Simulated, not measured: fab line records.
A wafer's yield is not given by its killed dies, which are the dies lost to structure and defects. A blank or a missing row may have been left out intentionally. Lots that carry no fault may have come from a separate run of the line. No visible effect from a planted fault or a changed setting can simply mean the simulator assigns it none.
Which tool was responsible? :: flow nand-harc :: 14 lots, 42 wafers sampled, at 4 steps of a route of 1302

## WHAT EACH GAUGE READ, for each wafer
NHARC_A_ONON_D1_INSPECT_32. Usual: raw-defect-count at 75, with a standard deviation of 31.
lot: L680
measured: day 8 11:17
on: defect-inspect-01
raw-defect-count: 49 63 62
flag: 

lot: L683
measured: day 9 11:28
on: defect-inspect-02
raw-defect-count: 54 51 60
flag: 

lot: L681
measured: day 10 18:57
on: defect-inspect-02
raw-defect-count: 42 73 119
flag: 

lot: L687
measured: day 11 06:01
on: defect-inspect-01
raw-defect-count: 34 33 27
flag: 

lot: L688
measured: day 11 11:22
on: defect-inspect-01
raw-defect-count: 64 66 166
flag: 

lot: L690
measured: day 12 07:44
on: defect-inspect-01
raw-defect-count: 50 53 54
flag: 

lot: L689
measured: day 12 07:49
on: defect-inspect-02
raw-defect-count: 103 73 73
flag: 

lot: L693
measured: day 14 06:48
on: defect-inspect-01
raw-defect-count: 49 63 45
flag: 

lot: L696
measured: day 14 19:10
on: defect-inspect-02
raw-defect-count: 49 94 50
flag: 

lot: L697
measured: day 15 03:34
on: defect-inspect-02
raw-defect-count: 84 70 68
flag: 

lot: L700
measured: day 16 18:43
on: defect-inspect-02
raw-defect-count: 80 47 50
flag: 

lot: L701
measured: day 17 01:47
on: defect-inspect-02
raw-defect-count: 74 86 94
flag: 

lot: L702
measured: day 17 06:51
on: defect-inspect-02
raw-defect-count: 52 58 80
flag: 

lot: L703
measured: day 17 16:11
on: defect-inspect-01
raw-defect-count: 55 66 45
flag: 

NHARC_A_CHANNEL_HOLE_D1_CD_MEAS_10: the cd target is 100 nm. Usual: cd-nm at 100.1 nm, with a standard deviation of 0.47.
lot: L680
measured: day 8 14:01
on: cd-sem-03
cd-nm (nm): 100.4 101.0 100.8
flag: 

lot: L683
measured: day 9 15:53
on: cd-sem-01
cd-nm (nm): 100.3 99.9 100.9
flag: 

lot: L681
measured: day 11 00:22
on: cd-sem-01
cd-nm (nm): 100.4 99.6 99.7
flag: 

lot: L687
measured: day 11 10:48
on: cd-sem-03
cd-nm (nm): 101.1 100.8 100.6
flag: 

lot: L688
measured: day 11 16:57
on: cd-sem-03
cd-nm (nm): 99.9 100.4 100.2
flag: 

lot: L690
measured: day 12 10:26
on: cd-sem-03
cd-nm (nm): 100.0 99.9 100.2
flag: 

lot: L689
measured: day 12 10:35
on: cd-sem-03
cd-nm (nm): 101.0 99.6 100.4
flag: 

lot: L693
measured: day 14 09:28
on: cd-sem-01
cd-nm (nm): 99.6 99.6 99.5
flag: 

lot: L696
measured: day 14 22:09
on: cd-sem-02
cd-nm (nm): - - -
flag: OFF

lot: L697
measured: day 15 09:02
on: cd-sem-02
cd-nm (nm): - - -
flag: OFF

lot: L700
measured: day 17 02:07
on: cd-sem-03
cd-nm (nm): 100.3 99.8 99.9
flag: 

lot: L701
measured: day 17 07:37
on: cd-sem-03
cd-nm (nm): 100.6 99.9 100.2
flag: 

lot: L702
measured: day 17 09:38
on: cd-sem-01
cd-nm (nm): 100.2 99.0 99.7
flag: 

lot: L703
measured: day 17 18:45
on: cd-sem-01
cd-nm (nm): 99.4 100.2 99.8
flag: 

## TOOL THAT RAN EACH LOT (tool first, then ch and the chambers of the sampled wafers, then the start)
lot: L680
NHARC_A_CHANNEL_HOLE_D1_DEP_00: acl-dep-02 ch 0, day 8 11:41
NHARC_A_CHANNEL_HOLE_D1_EXPOSE_07: arfi-scanner-03 ch 0, day 8 13:53

lot: L683
NHARC_A_CHANNEL_HOLE_D1_DEP_00: acl-dep-03 ch 0, day 9 13:21
NHARC_A_CHANNEL_HOLE_D1_EXPOSE_07: arfi-scanner-01 ch 0, day 9 15:45

lot: L681
NHARC_A_CHANNEL_HOLE_D1_DEP_00: acl-dep-01 ch 0, day 10 21:37
NHARC_A_CHANNEL_HOLE_D1_EXPOSE_07: arfi-scanner-01 ch 0, day 11 00:13

lot: L687
NHARC_A_CHANNEL_HOLE_D1_DEP_00: acl-dep-03 ch 0, day 11 08:37
NHARC_A_CHANNEL_HOLE_D1_EXPOSE_07: arfi-scanner-01 ch 0, day 11 10:40

lot: L688
NHARC_A_CHANNEL_HOLE_D1_DEP_00: acl-dep-03 ch 0, day 11 14:26
NHARC_A_CHANNEL_HOLE_D1_EXPOSE_07: arfi-scanner-01 ch 0, day 11 16:49

lot: L690
NHARC_A_CHANNEL_HOLE_D1_DEP_00: acl-dep-03 ch 0, day 12 07:49
NHARC_A_CHANNEL_HOLE_D1_EXPOSE_07: arfi-scanner-03 ch 0, day 12 10:17

lot: L689
NHARC_A_CHANNEL_HOLE_D1_DEP_00: acl-dep-01 ch 0, day 12 07:53
NHARC_A_CHANNEL_HOLE_D1_EXPOSE_07: arfi-scanner-02 ch 0, day 12 10:26

lot: L693
NHARC_A_CHANNEL_HOLE_D1_DEP_00: acl-dep-03 ch 0, day 14 06:52
NHARC_A_CHANNEL_HOLE_D1_EXPOSE_07: arfi-scanner-01 ch 0, day 14 09:20

lot: L696
NHARC_A_CHANNEL_HOLE_D1_DEP_00: acl-dep-01 ch 0, day 14 19:29
NHARC_A_CHANNEL_HOLE_D1_EXPOSE_07: arfi-scanner-01, day 14 22:01

lot: L697
NHARC_A_CHANNEL_HOLE_D1_DEP_00: acl-dep-03 ch 0, day 15 06:44
NHARC_A_CHANNEL_HOLE_D1_EXPOSE_07: arfi-scanner-02, day 15 08:54

lot: L700
NHARC_A_CHANNEL_HOLE_D1_DEP_00: acl-dep-01 ch 0, day 16 23:26
NHARC_A_CHANNEL_HOLE_D1_EXPOSE_07: arfi-scanner-02 ch 0, day 17 01:59

lot: L701
NHARC_A_CHANNEL_HOLE_D1_DEP_00: acl-dep-01 ch 0, day 17 05:08
NHARC_A_CHANNEL_HOLE_D1_EXPOSE_07: arfi-scanner-02 ch 0, day 17 07:28

lot: L702
NHARC_A_CHANNEL_HOLE_D1_DEP_00: acl-dep-01 ch 0, day 17 06:59
NHARC_A_CHANNEL_HOLE_D1_EXPOSE_07: arfi-scanner-01 ch 0, day 17 09:30

lot: L703
NHARC_A_CHANNEL_HOLE_D1_DEP_00: acl-dep-03 ch 0, day 17 16:15
NHARC_A_CHANNEL_HOLE_D1_EXPOSE_07: arfi-scanner-01 ch 0, day 17 18:37
- NHARC_A_CHANNEL_HOLE_D1_DEP_00: deposits aC, target thk 3100 nm.
- NHARC_A_CHANNEL_HOLE_D1_EXPOSE_07: exposes mask HOLE D1, target cd 100 nm.

## WHAT THE TOOLS THEMSELVES READ (means of the sampled wafers that have a number; where no wafer has one, the mark that the record gives instead)
NHARC_A_CHANNEL_HOLE_D1_DEP_00. Usual: throttle-valve-pct at 35.000 %, with a standard deviation of 0.0085.
lot: L680
tool: acl-dep-02
throttle-valve-pct (%): 34.995
flag: 

lot: L683
tool: acl-dep-03
throttle-valve-pct (%): 34.999
flag: 

lot: L681
tool: acl-dep-01
throttle-valve-pct (%): 34.987
flag: 

lot: L687
tool: acl-dep-03
throttle-valve-pct (%): 34.998
flag: 

lot: L688
tool: acl-dep-03
throttle-valve-pct (%): 35.001
flag: 

lot: L690
tool: acl-dep-03
throttle-valve-pct (%): 35.002
flag: 

lot: L689
tool: acl-dep-01
throttle-valve-pct (%): 35.003
flag: 

lot: L693
tool: acl-dep-03
throttle-valve-pct (%): 34.999
flag: 

lot: L696
tool: acl-dep-01
throttle-valve-pct (%): 34.997
flag: 

lot: L697
tool: acl-dep-03
throttle-valve-pct (%): 35.004
flag: 

lot: L700
tool: acl-dep-01
throttle-valve-pct (%): 35.007
flag: 

lot: L701
tool: acl-dep-01
throttle-valve-pct (%): 34.998
flag: 

lot: L702
tool: acl-dep-01
throttle-valve-pct (%): 34.990
flag: 

lot: L703
tool: acl-dep-03
throttle-valve-pct (%): 35.004
flag: 

NHARC_A_CHANNEL_HOLE_D1_EXPOSE_07. Usual: exposure-dose-mJ-cm2 59.66, standard deviation 0.055; focus-offset-nm -0.1 nm, standard deviation 0.49.
lot: L680
tool: arfi-scanner-03
exposure-dose-mJ-cm2: 59.74
focus-offset-nm (nm): 0.5
flag: 

lot: L683
tool: arfi-scanner-01
exposure-dose-mJ-cm2: 59.61
focus-offset-nm (nm): 0.3
flag: 

lot: L681
tool: arfi-scanner-01
exposure-dose-mJ-cm2: 59.60
focus-offset-nm (nm): -0.3
flag: 

lot: L687
tool: arfi-scanner-01
exposure-dose-mJ-cm2: 59.61
focus-offset-nm (nm): 0.1
flag: 

lot: L688
tool: arfi-scanner-01
exposure-dose-mJ-cm2: 59.61
focus-offset-nm (nm): 0.3
flag: 

lot: L690
tool: arfi-scanner-03
exposure-dose-mJ-cm2: 59.67
focus-offset-nm (nm): 0.1
flag: 

lot: L689
tool: arfi-scanner-02
exposure-dose-mJ-cm2: 59.76
focus-offset-nm (nm): 0.0
flag: 

lot: L693
tool: arfi-scanner-01
exposure-dose-mJ-cm2: 59.69
focus-offset-nm (nm): 0.3
flag: 

lot: L696
tool: arfi-scanner-01
exposure-dose-mJ-cm2: -
focus-offset-nm (nm): -
flag: OFF

lot: L697
tool: arfi-scanner-02
exposure-dose-mJ-cm2: -
focus-offset-nm (nm): -
flag: OFF

lot: L700
tool: arfi-scanner-02
exposure-dose-mJ-cm2: 59.72
focus-offset-nm (nm): -0.5
flag: 

lot: L701
tool: arfi-scanner-02
exposure-dose-mJ-cm2: 59.68
focus-offset-nm (nm): -0.3
flag: 

lot: L702
tool: arfi-scanner-01
exposure-dose-mJ-cm2: 59.55
focus-offset-nm (nm): 0.7
flag: 

lot: L703
tool: arfi-scanner-01
exposure-dose-mJ-cm2: 59.66
focus-offset-nm (nm): -0.4
flag: 

## THE ANSWER, worked out from the rows above alone
Rule: a lot counts as off when the mean over its wafers that have a number is more than 3 standard deviations away from the usual mean. Also off: a lot with no number at a reading for which 4 or more lots have one. Any other lot the step has rows for is counted as sound. First the gauges in route order, then the tools' own readings, where a lot's mean is used as printed above. At the first step where some lot is off, the reading lying furthest off is the one used; lots without a number count as furthest.
Off: L696, L697 (NHARC_A_CHANNEL_HOLE_D1_CD_MEAS_10, cd-nm). Without a number there: L696, L697.
A tool fits if, at a process step before that reading, it ran every lot that is off, and no sound lot after the first of them. Not tried: the gauges at NHARC_A_CHANNEL_HOLE_D1_CD_MEAS_10; whatever is off there is also off at NHARC_A_CHANNEL_HOLE_D1_EXPOSE_07, on other tools, and gauge error can't account for it. None of those tried fits.

## WHAT THE SIMULATOR HAD PUT IN
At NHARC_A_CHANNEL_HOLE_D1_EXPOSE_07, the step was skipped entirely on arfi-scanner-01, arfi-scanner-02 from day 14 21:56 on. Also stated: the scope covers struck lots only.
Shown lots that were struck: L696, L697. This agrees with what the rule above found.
